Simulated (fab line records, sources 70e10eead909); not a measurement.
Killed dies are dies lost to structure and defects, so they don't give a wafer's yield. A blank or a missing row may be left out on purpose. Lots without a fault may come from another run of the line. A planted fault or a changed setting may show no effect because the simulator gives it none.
Which tool did it? | flow nand_harc | 24 lots, 72 wafers sampled, at 6 steps of a route of 1302

WHAT THE GAUGES READ, wafer by wafer
NHARC_P_BONDPAD_CD_MEAS_13.
lot  | measured     | on        | cd_nm (nm)
L074 | day 6 17:29  | cd_sem-02 | 497.2 495.5 499.2
L075 | day 7 04:23  | cd_sem-01 | 497.3 496.2 499.1
L076 | day 7 06:55  | cd_sem-03 | 497.0 495.4 501.4
L077 | day 8 06:14  | cd_sem-03 | 503.4 498.7 501.7
L078 | day 8 06:57  | cd_sem-01 | 498.1 498.5 498.7
L079 | day 8 17:41  | cd_sem-03 | 498.3 498.7 500.9
L080 | day 8 23:12  | cd_sem-01 | 496.4 499.2 499.6
L081 | day 9 15:11  | cd_sem-03 | 496.1 497.7 499.6
L082 | day 9 22:14  | cd_sem-02 | 497.1 495.5 500.5
L084 | day 10 15:02 | cd_sem-02 | 499.0 499.3 496.7
L083 | day 10 15:57 | cd_sem-03 | 500.1 498.1 495.0
L085 | day 11 03:05 | cd_sem-02 | 497.5 494.8 495.7
L086 | day 11 13:29 | cd_sem-02 | 503.5 499.5 503.8
L087 | day 12 17:12 | cd_sem-02 | 495.4 500.4 499.0
L088 | day 12 17:54 | cd_sem-02 | 496.3 494.5 497.3
L089 | day 12 19:30 | cd_sem-01 | 499.3 499.4 498.4
L090 | day 13 06:03 | cd_sem-03 | 503.2 502.6 500.4
L091 | day 13 18:22 | cd_sem-03 | 499.1 498.3 500.4
L092 | day 13 23:23 | cd_sem-01 | 499.3 498.0 497.2
L093 | day 14 10:11 | cd_sem-02 | 497.9 493.7 498.0
L094 | day 14 15:18 | cd_sem-02 | 498.1 496.8 498.2
L095 | day 15 09:55 | cd_sem-01 | 499.3 497.6 496.7
L096 | day 15 17:46 | cd_sem-03 | 500.6 498.7 504.0
L097 | day 16 02:43 | cd_sem-01 | 497.3 500.0 499.0

NHARC_P_BONDPAD_THK_MEAS_20: measures by xrf.
lot  | measured     | on            | thk_nm (nm)
L074 | day 6 19:31  | film_metro-01 | 159.8 161.3 161.4
L075 | day 7 06:31  | film_metro-02 | 160.9 160.6 162.7
L076 | day 7 08:58  | film_metro-02 | 160.5 159.8 158.7
L077 | day 8 08:17  | film_metro-02 | 163.5 162.4 162.6
L078 | day 8 08:59  | film_metro-01 | 159.9 162.2 162.8
L079 | day 8 19:43  | film_metro-02 | 162.1 161.2 165.4
L080 | day 9 01:21  | film_metro-01 | 163.0 161.6 164.3
L081 | day 9 17:14  | film_metro-01 | 158.9 160.4 160.5
L082 | day 10 00:19 | film_metro-02 | 161.1 160.7 158.5
L084 | day 10 17:04 | film_metro-02 | 161.2 161.4 162.3
L083 | day 10 18:01 | film_metro-01 | 161.5 158.9 162.4
L085 | day 11 05:09 | film_metro-02 | 162.9 162.7 160.8
L086 | day 11 15:30 | film_metro-01 | 161.1 159.2 162.2
L087 | day 12 19:15 | film_metro-02 | 163.2 160.5 161.4
L088 | day 12 19:55 | film_metro-02 | 159.8 162.1 158.9
L089 | day 12 21:32 | film_metro-01 | 157.0 160.0 159.6
L090 | day 13 08:06 | film_metro-02 | 161.8 160.0 160.3
L091 | day 13 20:28 | film_metro-02 | 162.4 160.1 161.1
L092 | day 14 01:26 | film_metro-02 | 160.8 161.8 159.2
L093 | day 14 12:12 | film_metro-01 | 163.2 163.6 162.7
L094 | day 14 17:22 | film_metro-01 | 162.9 159.1 160.8
L095 | day 15 11:56 | film_metro-01 | 160.9 162.3 160.2
L096 | day 15 19:49 | film_metro-01 | 163.9 164.2 162.0
L097 | day 16 04:44 | film_metro-01 | 160.0 160.9 162.3

NHARC_A_ONON_D1_THK_MEAS_11: measures by ellipsometry.
lot  | measured     | on            | thk_nm (nm)
L074 | day 7 23:06  | film_metro-02 | 1017 1014 1016
L075 | day 8 08:01  | film_metro-02 | 1011 1012 1013
L076 | day 8 08:01  | film_metro-01 | 1001 1001 1002
L077 | day 9 10:36  | film_metro-02 | 990 991 992
L078 | day 9 10:36  | film_metro-01 | 988 988 988
L079 | day 9 22:58  | film_metro-01 | 997 996 995
L080 | day 10 03:29 | film_metro-01 | 992 991 993
L081 | day 10 23:04 | film_metro-01 | 993 994 994
L082 | day 11 02:20 | film_metro-02 | 1016 1016 1017
L084 | day 11 19:10 | film_metro-02 | 995 995 995
L083 | day 11 19:10 | film_metro-02 | 995 995 996
L085 | day 12 10:46 | film_metro-02 | 1014 1015 1017
L086 | day 12 17:28 | film_metro-01 | 1013 1014 1014
L087 | day 13 20:53 | film_metro-02 | 972 972 972
L088 | day 13 20:53 | film_metro-01 | 1006 1007 1007
L089 | day 13 20:54 | film_metro-01 | 1014 1014 1017
L090 | day 14 12:11 | film_metro-02 | 1001 1002 1002
L091 | day 14 23:20 | film_metro-02 | 993 994 994
L092 | day 15 08:36 | film_metro-01 | 992 993 991
L093 | day 15 13:44 | film_metro-01 | 995 999 997
L094 | day 15 19:01 | film_metro-01 | 1008 1009 1009
L095 | day 16 13:13 | film_metro-02 | 1011 1009 1011
L096 | day 16 20:52 | film_metro-01 | 999 998 998
L097 | day 17 08:01 | film_metro-01 | 991 992 991

WHICH TOOL RAN EACH LOT (tool, then ch and the chambers of the sampled wafers, then the start)
lot  | NHARC_P_M2_ETCH_35                 | NHARC_P_M2_PRE_CLEAN_32         | NHARC_P_BONDPAD_DEP_00
L074 | rie_diel-09 ch 2,3, day 6 12:37    | pecvd-02 ch 0,2, day 6 15:14    | pecvd-02 ch 0,2, day 6 17:29 or earlier
L075 | rie_diel-08 ch 1,2, day 6 23:35    | pecvd-01 ch 0,1,2, day 7 02:08  | pecvd-02 ch 0,1, day 7 02:40
L076 | rie_diel-08 ch 0,1, day 7 02:04    | pecvd-02 ch 0,2, day 7 04:41    | pecvd-01 ch 0,2, day 7 05:09
L077 | rie_diel-08 ch 0,1,3, day 8 01:17  | pecvd-01 ch 1,2, day 8 03:59    | pecvd-03 ch 0,1,2, day 8 04:31
L078 | rie_diel-09 ch 0,1,3, day 8 02:02  | pecvd-01 ch 0,2, day 8 04:43    | pecvd-03 ch 1,2, day 8 05:13
L079 | rie_diel-08 ch 1,2, day 8 12:54    | pecvd-03 ch 0,1,2, day 8 15:28  | pecvd-01 ch 0,1,2, day 8 15:56
L080 | rie_diel-08 ch 0,2, day 8 18:23    | pecvd-01 ch 0,2, day 8 20:56    | pecvd-02 ch 0,1,2, day 8 21:26
L081 | rie_diel-09 ch 0,1,2, day 9 10:29  | pecvd-02 ch 0,2, day 9 13:02    | pecvd-03 ch 0,2, day 9 13:37
L082 | rie_diel-02 ch 2,3, day 9 17:20    | pecvd-02 ch 0,2, day 9 19:58    | pecvd-01 ch 0,2, day 9 20:27
L084 | rie_diel-02 ch 2,3, day 10 10:14   | pecvd-01 ch 0,1, day 10 12:56   | pecvd-03 ch 0,1, day 10 13:27
L083 | rie_diel-09 ch 0,1,3, day 10 11:04 | pecvd-03 ch 0,1,2, day 10 13:43 | pecvd-01 ch 1,2, day 10 14:11
L085 | rie_diel-08 ch 0,2,3, day 10 22:17 | pecvd-02 ch 0,2, day 11 00:50   | pecvd-03 ch 0,1,2, day 11 01:23
L086 | rie_diel-08 ch 0,1,3, day 11 08:19 | pecvd-01 ch 0,1,2, day 11 11:23 | pecvd-03 ch 0,1,2, day 11 11:59
L087 | rie_diel-08 ch 1,2, day 12 12:28   | pecvd-02 ch 0,1,2, day 12 15:04 | pecvd-03 ch 0,1, day 12 15:38
L088 | rie_diel-02 ch 1,3, day 12 13:01   | pecvd-01 ch 0,1,2, day 12 15:37 | pecvd-03 ch 0,2, day 12 16:07
L089 | rie_diel-02 ch 1,2,3, day 12 14:41 | pecvd-02 ch 0,2, day 12 17:14   | pecvd-02 ch 0,1,2, day 12 19:30 or earlier
L090 | rie_diel-02 ch 1,2, day 13 01:14   | pecvd-02 ch 0,1,2, day 13 03:49 | pecvd-01 ch 0,1,2, day 13 04:25
L091 | rie_diel-08 ch 0,1,3, day 13 13:31 | pecvd-01 ch 0,2, day 13 16:07   | pecvd-03 ch 1,2, day 13 16:38
L092 | rie_diel-09 ch 1,2, day 13 18:42   | pecvd-02 ch 1,2, day 13 21:17   | pecvd-03 ch 0,2, day 13 21:48
L093 | rie_diel-02 ch 0,1, day 14 05:22   | pecvd-03 ch 0,1, day 14 08:05   | pecvd-03 ch 0,1,2, day 14 10:11 or earlier
L094 | rie_diel-02 ch 0,2,3, day 14 10:26 | pecvd-01 ch 0,2, day 14 13:01   | pecvd-03 ch 0,2, day 14 13:34
L095 | rie_diel-09 ch 0,1,2, day 15 05:13 | pecvd-01 ch 0,2, day 15 07:50   | pecvd-02 ch 0,1, day 15 08:23
L096 | rie_diel-02 ch 2,3, day 15 12:44   | pecvd-01 ch 0,2, day 15 15:20   | pecvd-03 ch 0,1, day 15 16:02
L097 | rie_diel-08 ch 1,2,3, day 15 21:55 | pecvd-01 ch 0,1,2, day 16 00:28 | pecvd-03 ch 0,2, day 16 01:01
- NHARC_P_M2_ETCH_35: etches the open film in N2/H2, target depth 40 nm, overetch 12 nm, time 43.94 s.
- NHARC_P_M2_PRE_CLEAN_32: time 12 s.
- NHARC_P_BONDPAD_DEP_00: deposits SiCN, target thk 250 nm.

WHAT THE TOOLS THEMSELVES READ (means of the sampled wafers that have a number; where no wafer has one, the mark that the record gives instead)
NHARC_P_M2_ETCH_35.
lot  | tool        | drypump_motor_current_A (A) | h2_flow_sccm (sccm) | n2_flow_sccm (sccm) | oes_product_au (a.u.) | rf_vpp_V (V) | showerhead_plenum_p_Torr (Torr) | throttle_valve_pct (%)
L074 | rie_diel-09 | 6.2                         | 149.5               | 149.8               | 1.013                 | 426.0        | 1.90                            | 14.179
L075 | rie_diel-08 | 5.8                         | 150.0               | 150.0               | 0.994                 | 433.6        | 2.17                            | 14.177
L076 | rie_diel-08 | 6.6                         | 150.3               | 149.9               | 1.008                 | 432.6        | 2.09                            | 14.169
L077 | rie_diel-08 | 6.3                         | 149.7               | 149.7               | 1.002                 | 431.5        | 2.08                            | 14.178
L078 | rie_diel-09 | 6.0                         | 149.9               | 149.8               | 0.995                 | 429.3        | 2.02                            | 14.160
L079 | rie_diel-08 | 5.8                         | 150.1               | 150.0               | 0.987                 | 433.4        | 2.16                            | 14.173
L080 | rie_diel-08 | 5.8                         | 150.2               | 149.4               | 0.997                 | 433.5        | 2.15                            | 14.176
L081 | rie_diel-09 | 6.0                         | 150.1               | 150.1               | 0.999                 | 429.3        | 2.02                            | 14.162
L082 | rie_diel-02 | 5.4                         | 150.0               | 149.7               | 1.002                 | 429.1        | 1.98                            | 14.168
L084 | rie_diel-02 | 5.3                         | 149.5               | 149.7               | 1.004                 | 431.3        | 2.06                            | 14.164
L083 | rie_diel-09 | 6.1                         | 149.7               | 149.9               | 0.998                 | 430.3        | 2.02                            | 14.176
L085 | rie_diel-08 | 5.9                         | 149.7               | 149.7               | 1.003                 | 432.0        | 2.11                            | 14.162
L086 | rie_diel-08 | 6.3                         | 149.8               | 150.0               | 1.001                 | 431.3        | 2.08                            | 14.163
L087 | rie_diel-08 | 5.8                         | 150.4               | 149.4               | 0.996                 | 433.9        | 2.16                            | 14.169
L088 | rie_diel-02 | 5.6                         | 150.4               | 150.7               | 1.003                 | 431.1        | 2.08                            | 14.165
L089 | rie_diel-02 | 5.7                         | 150.0               | 150.2               | 0.997                 | 429.0        | 2.00                            | 14.167
L090 | rie_diel-02 | 5.7                         | 149.7               | 150.2               | 1.003                 | 426.4        | 1.92                            | 14.178
L091 | rie_diel-08 | 6.3                         | 149.8               | 150.1               | 1.008                 | 431.4        | 2.08                            | 14.163
L092 | rie_diel-09 | 6.2                         | 150.0               | 149.9               | 0.990                 | 431.4        | 2.07                            | 14.172
L093 | rie_diel-02 | 6.0                         | 149.9               | 150.3               | 1.003                 | 428.5        | 1.97                            | 14.162
L094 | rie_diel-02 | 5.4                         | 150.0               | 150.1               | 1.002                 | 429.7        | 2.00                            | 14.174
L095 | rie_diel-09 | 6.0                         | 150.0               | 150.4               | 0.995                 | 430.1        | 2.02                            | 14.168
L096 | rie_diel-02 | 5.4                         | 149.9               | 149.9               | 1.005                 | 428.3        | 1.97                            | 14.166
L097 | rie_diel-08 | 5.9                         | 150.0               | 150.0               | 0.998                 | 432.8        | 2.12                            | 14.182

NHARC_P_M2_PRE_CLEAN_32.
lot  | tool     | heater_power_w (W)
L074 | pecvd-02 | 694
L075 | pecvd-01 | 669
L076 | pecvd-02 | 767
L077 | pecvd-01 | 715
L078 | pecvd-01 | 620
L079 | pecvd-03 | 659
L080 | pecvd-01 | 606
L081 | pecvd-02 | 716
L082 | pecvd-02 | 670
L084 | pecvd-01 | 626
L083 | pecvd-03 | 643
L085 | pecvd-02 | 705
L086 | pecvd-01 | 637
L087 | pecvd-02 | 694
L088 | pecvd-01 | 679
L089 | pecvd-02 | 712
L090 | pecvd-02 | 721
L091 | pecvd-01 | 669
L092 | pecvd-02 | 752
L093 | pecvd-03 | 620
L094 | pecvd-01 | 695
L095 | pecvd-01 | 689
L096 | pecvd-01 | 703
L097 | pecvd-01 | 680

NHARC_P_BONDPAD_DEP_00.
lot  | tool     | heater_power_w (W)
L074 | pecvd-02 | 683
L075 | pecvd-02 | 719
L076 | pecvd-01 | 619
L077 | pecvd-03 | 614
L078 | pecvd-03 | 672
L079 | pecvd-01 | 646
L080 | pecvd-02 | 671
L081 | pecvd-03 | 538
L082 | pecvd-01 | 618
L084 | pecvd-03 | 561
L083 | pecvd-01 | 630
L085 | pecvd-03 | 608
L086 | pecvd-03 | 633
L087 | pecvd-03 | 587
L088 | pecvd-03 | 522
L089 | pecvd-02 | 657
L090 | pecvd-01 | 646
L091 | pecvd-03 | 678
L092 | pecvd-03 | 566
L093 | pecvd-03 | 614
L094 | pecvd-03 | 533
L095 | pecvd-02 | 731
L096 | pecvd-03 | 610
L097 | pecvd-03 | 582

THE ANSWER, worked out from the rows above alone
Rule: what is usual is taken from the lots themselves. Put in order of their means at a reading, lots are off if they are a third of the lots or fewer, leave a main group of 4 or more, and stand apart from it by a gap of 3 or more times the standard deviation of the main group's means; of several such gaps the widest counts. A main group whose means are all the same, to the digits that the tables above print for the reading, isn't used. A lot without any number at a reading at which 4 lots or more have one is off too. The other lots that the step has rows for count as sound. The gauges are gone through in route order, then the tools' own readings, and for those a lot's mean is taken as printed above. The first step at which some lot is off is used, and at that step the reading that is off furthest; a lot without a number counts as furthest.
No lot is off at any reading shown: from this, nothing can be told.

WHAT THE SIMULATOR HAD PUT IN
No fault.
